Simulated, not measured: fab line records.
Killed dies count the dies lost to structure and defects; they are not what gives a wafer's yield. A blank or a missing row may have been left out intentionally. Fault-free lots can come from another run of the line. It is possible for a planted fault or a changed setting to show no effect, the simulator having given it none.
fab line records + flow nandHarc
record:
- lots: 14
- wafers: 42
- lastDay: 34
route steps=1302 shown P_M2@341 P_BONDPAD@370 A_ONON_D1@438
lots untouched by any fault: they come from a run of this same line in which no faults occurred
startH: hours from the record's first day to the start of the lot's first wafer shown + waitH: time in hours since the lot's previous step + " same as the row above + L1.1+2: a row that stands for several wafers + - no value present, or no start provided + * or withheld: withheld + < > ~ a bound
route shown NAME@n: names a module that has steps shown in the file, with the first one's number in the route + usual: mean/standard deviation taken from wafers without a fault + same: alike in all rows + chamber/n: place in a boat + sites: readings site by site + _std_site: standard deviation across them + _edge_site: outer sites' mean less inner sites' + radiusMm: how far each site lies from the wafer's centre + mask NAME#n: copy n + behind: the tool/chamber that last shaped the wafer + hold: the reason the lot was held/the length of the hold in hours/how it ended + device: whichever transistor did not switch (one of n, p or np) + end of line: at the end of the route, the tests of the same wafers + step lacking rows: just its recipe + killed: at the first sort, the dies lost to defects and structure; wafer yield is something else + map: per-die view of a wafer (x killed, . not killed, _ where there is no die)
set.NAME: setting as actually run; set.NAME@STEP: the setting as run at that earlier step + model.NAME: the simulator's own value behind a step, which no gauge read
one table for each step of the route and one row for each wafer, over a sample of lots
services: from which hour (startH, from the record's first day; less than 0 if before it) a tool's chamber was out of use, for how many hours, and why
== steps ==
step: NHARC_P_M2_PVD_21
recipe:
- targetThkA: 300
- chamberPressurePa: 5
- powerW: 5000
- substrateTempC: 30
- timeS: 20.49
- material: Cu
usual:
- throttleValvePct: 30.2/0.88
| lot.wafer | tool          | chamber | startH | waitH | throttleValvePct |
|-----------|---------------|---------|--------|-------|------------------|
| L253.3    | pvdSputter-03 | -       | -      | -     | 29.3             |
| L253.2    | "             | -       | "      | "     | 28.5             |
| L253.4    | "             | -       | "      | "     | 29.6             |
| L254.2    | pvdSputter-02 | -       | -      | -     | 30.8             |
| L254.1    | "             | -       | "      | "     | 30.8             |
| L254.5    | "             | -       | "      | "     | 29.6             |
| L257.4    | pvdSputter-01 | -       | -      | -     | 30.5             |
| L257.6    | "             | -       | "      | "     | 30.7             |
| L257.5    | "             | -       | "      | "     | 30.8             |
| L258.1    | pvdSputter-02 | -       | -      | -     | 31.0             |
| L258.4    | "             | -       | "      | "     | 30.9             |
| L258.2    | "             | -       | "      | "     | 29.4             |
| L260.1    | pvdSputter-03 | -       | -      | -     | 28.9             |
| L260.2    | "             | -       | "      | "     | 30.3             |
| L260.5    | "             | -       | "      | "     | 30.3             |
| L261.3    | pvdSputter-01 | -       | -      | -     | 31.1             |
| L261.4    | "             | -       | "      | "     | 30.7             |
| L261.2    | "             | -       | "      | "     | 30.9             |
| L264.1    | pvdSputter-01 | -       | -      | -     | 30.5             |
| L264.3    | "             | -       | "      | "     | 31.4             |
| L264.6    | "             | -       | "      | "     | 29.5             |
| L265.4    | pvdSputter-03 | -       | -      | -     | 28.7             |
| L265.6    | "             | -       | "      | "     | 28.3             |
| L265.5    | "             | -       | "      | "     | 30.4             |
| L271.3    | pvdSputter-01 | -       | -      | -     | 31.2             |
| L271.1    | "             | -       | "      | "     | 31.2             |
| L271.5    | "             | -       | "      | "     | 29.7             |
| L272.3    | pvdSputter-01 | -       | -      | -     | 30.8             |
| L272.4    | "             | -       | "      | "     | 29.4             |
| L272.5    | "             | -       | "      | "     | 31.1             |
| L274.4    | pvdSputter-02 | -       | -      | -     | 31.3             |
| L274.5    | "             | -       | "      | "     | 31.3             |
| L274.6    | "             | -       | "      | "     | 30.8             |
| L273.3    | pvdSputter-03 | -       | -      | -     | 30.2             |
| L273.4    | "             | -       | "      | "     | 29.0             |
| L273.2    | "             | -       | "      | "     | 30.2             |
| L275.3    | pvdSputter-01 | -       | -      | -     | 31.0             |
| L275.1    | "             | -       | "      | "     | 29.7             |
| L275.6    | "             | -       | "      | "     | 30.5             |
| L276.4    | pvdSputter-03 | -       | -      | -     | 29.8             |
| L276.3    | "             | -       | "      | "     | 29.2             |
| L276.5    | "             | -       | "      | "     | 29.5             |
step: NHARC_P_M2_PRE_CLEAN_32
recipe:
- timeS: 12
- tempC: 370
- rfPowerW: 300
- gas: NH3
usual:
- heaterPowerOuterW: 355/45
- heaterPowerW: 621/80
| lot.wafer | tool     | chamber | startH | waitH | heaterPowerOuterW | heaterPowerW |
|-----------|----------|---------|--------|-------|-------------------|--------------|
| L253.2    | pecvd-04 | 0       | 132.25 | 0.1   | 331               | 559          |
| L253.3    | "        | 2       | "      | "     | 327               | 633          |
| L253.4    | "        | 1       | "      | "     | 349               | 614          |
| L254.1    | pecvd-04 | 1       | 142.01 | 0.1   | 319               | 562          |
| L254.2    | "        | 2       | "      | "     | 332               | 638          |
| L254.5    | "        | 1       | "      | "     | 331               | 567          |
| L257.6    | pecvd-03 | 1       | 175.03 | 0.1   | 364               | 672          |
| L257.5    | "        | 2       | "      | "     | 377               | 621          |
| L257.4    | "        | 0       | "      | "     | 304               | 538          |
| L258.1    | pecvd-03 | 1       | 180.76 | 0.1   | 382               | 693          |
| L258.2    | "        | 2       | "      | "     | 414               | 696          |
| L258.4    | "        | 2       | "      | "     | 428               | 692          |
| L260.1    | pecvd-04 | 1       | 197.33 | 0.1   | 318               | 558          |
| L260.2    | "        | 0       | "      | "     | 349               | 567          |
| L260.5    | "        | 2       | "      | "     | 367               | 670          |
| L261.2    | pecvd-01 | 0       | 211.50 | 0.1   | 319               | 490          |
| L261.3    | "        | 1       | "      | "     | 454               | 821          |
| L261.4    | "        | 0       | "      | "     | 314               | 498          |
| L264.1    | pecvd-04 | 0       | 243.81 | 0.1   | 421               | 670          |
| L264.3    | "        | 1       | "      | "     | 346               | 608          |
| L264.6    | "        | 1       | "      | "     | 339               | 583          |
| L265.4    | pecvd-03 | 0       | 253.84 | 0.1   | 365               | 627          |
| L265.5    | "        | 1       | "      | "     | 365               | 643          |
| L265.6    | "        | 2       | "      | "     | 379               | 648          |
| L271.3    | pecvd-04 | 0       | 307.68 | 0.1   | 378               | 611          |
| L271.1    | "        | 1       | "      | "     | 325               | 568          |
| L271.5    | "        | 0       | "      | "     | 374               | 610          |
| L272.3    | pecvd-04 | 2       | 321.21 | 0.1   | 372               | 680          |
| L272.5    | "        | 1       | "      | "     | 309               | 540          |
| L272.4    | "        | 0       | "      | "     | 361               | 605          |
| L274.4    | pecvd-03 | 1       | 337.38 | 0.1   | 373               | 669          |
| L274.6    | "        | 2       | "      | "     | 412               | 660          |
| L274.5    | "        | 1       | "      | "     | 367               | 667          |
| L273.3    | pecvd-01 | 0       | 337.84 | 0.1   | 328               | 507          |
| L273.2    | "        | 2       | "      | "     | 283               | 546          |
| L273.4    | "        | 0       | "      | "     | 323               | 508          |
| L275.3    | pecvd-04 | 1       | 350.47 | 0.1   | 342               | 586          |
| L275.1    | "        | 2       | "      | "     | 374               | 672          |
| L275.6    | "        | 1       | "      | "     | 333               | 564          |
| L276.3    | pecvd-04 | 0       | 370.75 | 0.1   | 364               | 594          |
| L276.5    | "        | 0       | "      | "     | 357               | 614          |
| L276.4    | "        | 2       | "      | "     | 347               | 646          |
step: NHARC_P_BONDPAD_CD_MEAS_13
usual:
- cdNm: 498.2/1.9
| lot.wafer | tool     | chamber | startH | waitH | cdNm  |
|-----------|----------|---------|--------|-------|-------|
| L253.2    | cdSem-02 | -       | 134.49 | -     | 501.3 |
| L253.3    | "        | -       | "      | "     | 499.8 |
| L253.4    | "        | -       | "      | "     | 497.9 |
| L254.1    | cdSem-01 | -       | 144.23 | -     | 498.2 |
| L254.2    | "        | -       | "      | "     | 499.1 |
| L254.5    | "        | -       | "      | "     | 496.9 |
| L257.4    | cdSem-03 | -       | 177.24 | -     | 503.5 |
| L257.5    | "        | -       | "      | "     | 500.2 |
| L257.6    | "        | -       | "      | "     | 498.7 |
| L258.1    | cdSem-03 | -       | 182.99 | -     | 498.4 |
| L258.2    | "        | -       | "      | "     | 497.9 |
| L258.4    | "        | -       | "      | "     | 499.7 |
| L260.1    | cdSem-03 | -       | 199.58 | -     | 502.2 |
| L260.2    | "        | -       | "      | "     | 503.1 |
| L260.5    | "        | -       | "      | "     | 503.1 |
| L261.2    | cdSem-01 | -       | 213.77 | -     | 500.0 |
| L261.3    | "        | -       | "      | "     | 497.0 |
| L261.4    | "        | -       | "      | "     | 498.1 |
| L264.1    | cdSem-02 | -       | 246.05 | -     | 498.1 |
| L264.3    | "        | -       | "      | "     | 500.3 |
| L264.6    | "        | -       | "      | "     | 499.4 |
| L265.4    | cdSem-02 | -       | 256.07 | -     | 496.7 |
| L265.5    | "        | -       | "      | "     | 499.0 |
| L265.6    | "        | -       | "      | "     | 497.9 |
| L271.1    | cdSem-03 | -       | 309.92 | -     | 498.2 |
| L271.3    | "        | -       | "      | "     | 495.1 |
| L271.5    | "        | -       | "      | "     | 495.1 |
| L272.3    | cdSem-01 | -       | 323.45 | -     | 498.3 |
| L272.4    | "        | -       | "      | "     | 498.7 |
| L272.5    | "        | -       | "      | "     | 496.2 |
| L274.4    | cdSem-02 | -       | 339.73 | -     | 499.7 |
| L274.5    | "        | -       | "      | "     | 500.4 |
| L274.6    | "        | -       | "      | "     | 498.6 |
| L273.2    | cdSem-03 | -       | 340.22 | -     | 495.5 |
| L273.3    | "        | -       | "      | "     | 496.4 |
| L273.4    | "        | -       | "      | "     | 496.1 |
| L275.1    | cdSem-01 | -       | 352.72 | -     | 499.6 |
| L275.3    | "        | -       | "      | "     | 497.5 |
| L275.6    | "        | -       | "      | "     | 498.9 |
| L276.3    | cdSem-03 | -       | 373.13 | -     | 497.0 |
| L276.4    | "        | -       | "      | "     | 496.9 |
| L276.5    | "        | -       | "      | "     | 493.5 |
step: NHARC_A_ONON_D1_DEP_19
recipe:
- targetThkA: 10000
- n2FlowSccm: 2750
- n2oFlowSccm: 2000
- nh3FlowSccm: 500
- sih4FlowSccm: 210
- tempC: 400
usual:
- n2oFlowSccm: 2000/5.7
| lot.wafer | tool         | chamber | startH | waitH | n2oFlowSccm |
|-----------|--------------|---------|--------|-------|-------------|
| L253.2    | pecvdOnon-01 | 0       | 173.21 | 0.1   | 1993        |
| L253.3    | "            | 0       | "      | "     | 2001        |
| L253.4    | "            | 0       | "      | "     | 1989        |
| L254.1    | pecvdOnon-04 | 0       | 181.02 | 0.1   | 2010        |
| L254.2    | "            | 0       | "      | "     | 2002        |
| L254.5    | "            | 0       | "      | "     | 1997        |
| L258.1    | pecvdOnon-04 | 0       | 215.57 | 0.1   | 2000        |
| L258.2    | "            | 0       | "      | "     | 2012        |
| L258.4    | "            | 0       | "      | "     | 2008        |
| L257.4    | pecvdOnon-03 | 0       | 215.74 | 0.2   | 1993        |
| L257.5    | "            | 0       | "      | "     | 2004        |
| L257.6    | "            | 0       | "      | "     | 2000        |
| L260.1    | pecvdOnon-01 | 0       | 233.60 | 0.1   | 2004        |
| L260.2    | "            | 0       | "      | "     | 2006        |
| L260.5    | "            | 0       | "      | "     | 2001        |
| L261.2    | pecvdOnon-04 | 0       | 250.82 | 0.1   | 2002        |
| L261.3    | "            | 0       | "      | "     | 1994        |
| L261.4    | "            | 0       | "      | "     | 2003        |
| L264.1    | pecvdOnon-04 | 0       | 282.47 | 0.1   | 2000        |
| L264.3    | "            | 0       | "      | "     | 1996        |
| L264.6    | "            | 0       | "      | "     | 2008        |
| L265.4    | pecvdOnon-04 | 0       | 295.25 | 0.2   | 2011        |
| L265.5    | "            | 0       | "      | "     | 2013        |
| L265.6    | "            | 0       | "      | "     | 2011        |
| L271.1    | pecvdOnon-03 | 0       | 344.53 | 0.1   | 1993        |
| L271.3    | "            | 0       | "      | "     | 2004        |
| L271.5    | "            | 0       | "      | "     | 2002        |
| L272.3    | pecvdOnon-03 | 0       | 359.19 | 0.2   | 1993        |
| L272.4    | "            | 0       | "      | "     | 1996        |
| L272.5    | "            | 0       | "      | "     | 2003        |
| L273.2    | pecvdOnon-01 | 0       | 376.34 | 0.1   | 2009        |
| L273.3    | "            | 0       | "      | "     | 1994        |
| L273.4    | "            | 0       | "      | "     | 2009        |
| L274.4    | pecvdOnon-04 | 0       | 376.45 | 0.2   | 2005        |
| L274.5    | "            | 0       | "      | "     | 1997        |
| L274.6    | "            | 0       | "      | "     | 1994        |
| L275.1    | pecvdOnon-04 | 0       | 390.42 | 0.1   | 1996        |
| L275.3    | "            | 0       | "      | "     | 1999        |
| L275.6    | "            | 0       | "      | "     | 2001        |
| L276.3    | pecvdOnon-04 | 0       | 410.84 | 0.2   | 2004        |
| L276.4    | "            | 0       | "      | "     | 2004        |
| L276.5    | "            | 0       | "      | "     | 2013        |
step: NHARC_A_ONON_D1_THK_MEAS_21
recipe:
- thkMeasGauge: ellipsometry
usual:
- thkNm: 1000/9.8
| lot.wafer | tool         | chamber | startH | waitH | thkNm |
|-----------|--------------|---------|--------|-------|-------|
| L253.2    | filmMetro-02 | -       | 173.66 | -     | 1001  |
| L253.3    | "            | -       | "      | "     | 1000  |
| L253.4    | "            | -       | "      | "     | 1001  |
| L254.1    | filmMetro-02 | -       | 181.53 | -     | 995   |
| L254.2    | "            | -       | "      | "     | 994   |
| L254.5    | "            | -       | "      | "     | 993   |
| L258.1    | filmMetro-02 | -       | 216.08 | -     | 1001  |
| L258.2    | "            | -       | "      | "     | 1003  |
| L258.4    | "            | -       | "      | "     | 1004  |
| L257.4    | filmMetro-01 | -       | 216.08 | -     | 1003  |
| L257.5    | "            | -       | "      | "     | 1000  |
| L257.6    | "            | -       | "      | "     | 1001  |
| L260.1    | filmMetro-01 | -       | 234.11 | -     | 980   |
| L260.2    | "            | -       | "      | "     | 983   |
| L260.5    | "            | -       | "      | "     | 981   |
| L261.2    | filmMetro-01 | -       | 251.27 | -     | 1006  |
| L261.3    | "            | -       | "      | "     | 1006  |
| L261.4    | "            | -       | "      | "     | 1005  |
| L264.1    | filmMetro-01 | -       | 282.98 | -     | 981   |
| L264.3    | "            | -       | "      | "     | 900   |
| L264.6    | "            | -       | "      | "     | 981   |
| L265.4    | filmMetro-02 | -       | 295.61 | -     | 1005  |
| L265.5    | "            | -       | "      | "     | 923   |
| L265.6    | "            | -       | "      | "     | 1004  |
| L271.1    | filmMetro-01 | -       | 345.04 | -     | 1004  |
| L271.3    | "            | -       | "      | "     | 1003  |
| L271.5    | "            | -       | "      | "     | 1003  |
| L272.3    | filmMetro-01 | -       | 359.58 | -     | 1011  |
| L272.4    | "            | -       | "      | "     | 1013  |
| L272.5    | "            | -       | "      | "     | 1013  |
| L274.4    | filmMetro-01 | -       | 376.78 | -     | 1009  |
| L274.5    | "            | -       | "      | "     | 1009  |
| L274.6    | "            | -       | "      | "     | 1012  |
| L273.2    | filmMetro-01 | -       | 376.79 | -     | 987   |
| L273.3    | "            | -       | "      | "     | 990   |
| L273.4    | "            | -       | "      | "     | 988   |
| L275.1    | filmMetro-02 | -       | 390.92 | -     | 1000  |
| L275.3    | "            | -       | "      | "     | 1002  |
| L275.6    | "            | -       | "      | "     | 999   |
| L276.3    | filmMetro-01 | -       | 411.23 | -     | 1009  |
| L276.4    | "            | -       | "      | "     | 1009  |
| L276.5    | "            | -       | "      | "     | 1011  |
== services ==
| tool          | chamber | startH | hours | kind   |
|---------------|---------|--------|-------|--------|
| pecvd-01      | -       | 130.00 | 13.0  | pm     |
| pecvdOnon-04  | -       | 130.10 | 13.0  | pm     |
| pecvd-04      | -       | 133.32 | 1.2   | repair |
| pvdSputter-02 | -       | 153.66 | 2.3   | repair |
| pvdSputter-03 | -       | 170.00 | 10.0  | pm     |
| pecvd-03      | -       | 186.44 | 13.0  | pm     |
| pecvdOnon-03  | -       | 190.23 | 11.4  | repair |
| pvdSputter-01 | -       | 212.24 | 4.9   | repair |
| pvdSputter-01 | -       | 226.04 | 10.0  | pm     |
| pecvdOnon-03  | -       | 227.00 | 13.0  | pm     |
| pvdSputter-02 | -       | 239.93 | 2.7   | repair |
| pvdSputter-02 | -       | 250.48 | 2.4   | repair |
| pecvd-01      | -       | 261.82 | 2.2   | repair |
| pecvd-04      | -       | 269.00 | 13.0  | pm     |
| pecvdOnon-01  | -       | 269.52 | 13.0  | pm     |
| pvdSputter-02 | -       | 282.05 | 10.0  | pm     |
| pecvd-03      | 2       | 283.93 | 3.2   | repair |
| pecvdOnon-04  | -       | 311.10 | 13.0  | pm     |
| pecvd-03      | 0       | 328.59 | 10.6  | repair |
| pvdSputter-03 | -       | 348.00 | 10.0  | pm     |
| pecvd-03      | -       | 367.44 | 13.0  | pm     |
| pecvd-04      | 1       | 402.43 | 20.2  | repair |
| pvdSputter-01 | -       | 404.04 | 10.0  | pm     |
| pecvdOnon-03  | -       | 408.00 | 13.0  | pm     |
== key ==
firstSign:
- step: NHARC_A_ONON_D1_THK_MEAS_21
- reading: thkNm
- direction: down
- sigmas: 9
- usual: 1000
- struck: 912
effect none on later readings
metAt NHARC_A_ONON_D1_DEP_19
struckLots L264,L265
struckWafers L264.3,L265.5
laterRowsLeftOut L264.3,L265.5
sortLeftOut L264.3,L265.5
testerLeftOut L264,L265
notActingAt NHARC_P_M2_PVD_21,NHARC_P_M2_PRE_CLEAN_32,NHARC_P_BONDPAD_CD_MEAS_13
onsetBetween 250.82 282.47
fault:
- kind: processParameterDrift
- tool: pecvdOnon-04
- chamber: -
- onsetH: 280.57
- steps: NHARC_A_ONON_D1_DEP_19
- channel: targetThkA
- offset: *
- shape: step
- endH: 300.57
- scope: struckWafersOnly
- actsIn: *
- stated: *
testerLeftOut: of these lots the tester's yield and bins aren't shown, on N5 and GAA mostly nor the transistor test; their killed dies are dies lost to structure and defects alone, not to doping, threshold or leakage, so they don't give the yield
sortLeftOut: the simulated sort isn't trusted on such a fault, so these wafers' sort isn't shown, and their yield isn't known
laterRowsLeftOut: the simulator's readings of these wafers behind a module that went badly wrong aren't trusted and aren't shown, but for the sort
